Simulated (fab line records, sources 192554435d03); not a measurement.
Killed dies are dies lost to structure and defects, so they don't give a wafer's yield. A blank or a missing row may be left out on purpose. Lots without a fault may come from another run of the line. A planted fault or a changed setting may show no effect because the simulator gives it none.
Chamber matching | flow n5_finfet | N5_SDB_CMP_30 on cmp-01: 4 sister chambers
The step polishes, stops on poly-Si, t overpolish 1.54 s, target thk 30 nm. 8 wafers are shown with their chamber, then 10 later ones without.

WAFERS WITH THEIR CHAMBER
wafer  | chamber | motor_current_A (A) | overpolish_run_s (s)
L077.6 | 2       | 13.3                | 1.529
L080.2 | 2       | 13.5                | 1.548
L080.5 | 1       | 10.3                | 1.553
L085.3 | 0       | 14.4                | 1.530
L089.3 | 0       | 15.2                | 1.541
L089.6 | 3       | 10.7                | 1.535
L091.1 | 3       | 10.5                | 1.538
L091.5 | 1       | 10.0                | 1.561

WAFERS WITHOUT THEIR CHAMBER
wafer  | motor_current_A (A) | overpolish_run_s (s)
L091.6 | 15.6                | 1.551
L093.1 | 9.8                 | 1.528
L093.2 | 14.6                | 1.526
L093.4 | 13.1                | 1.566
L094.2 | 14.1                | 1.562
L094.4 | 10.3                | 1.540
L094.6 | 14.7                | 1.539
L097.3 | 13.1                | 1.544
L097.4 | 9.8                 | 1.535
L097.5 | 15.2                | 1.528

WHICH CHAMBER EACH WENT THROUGH
wafer  | from the rows above     | in truth
L091.6 | 0                       | 0
L093.1 | can't be placed: 3 or 1 | 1
L093.2 | 0                       | 0
L093.4 | 2                       | 2
L094.2 | can't be placed: 2 or 0 | 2
L094.4 | can't be placed: 3 or 1 | 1
L094.6 | 0                       | 0
L097.3 | 2                       | 2
L097.4 | can't be placed: 3 or 1 | 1
L097.5 | 0                       | 0
Placed correctly: 6 of 10. Can't be placed from these rows: 4 (the true chamber is among the candidates in 4). Placed wrongly: 0.
How it was worked out, from the rows above alone: a wafer's distance from a chamber is the root of the sum, over the readings, of the square of ((its reading less the chamber's mean) divided by the reading's scatter). The wafer belongs to the nearest chamber; if the next one is less than 2 further off, it can't be placed. A chamber's mean is the mean of its shown wafers. The scatter: the root of (the sum of the squares of (reading less its chamber's mean) over the shown wafers, divided by (wafers less chambers)).
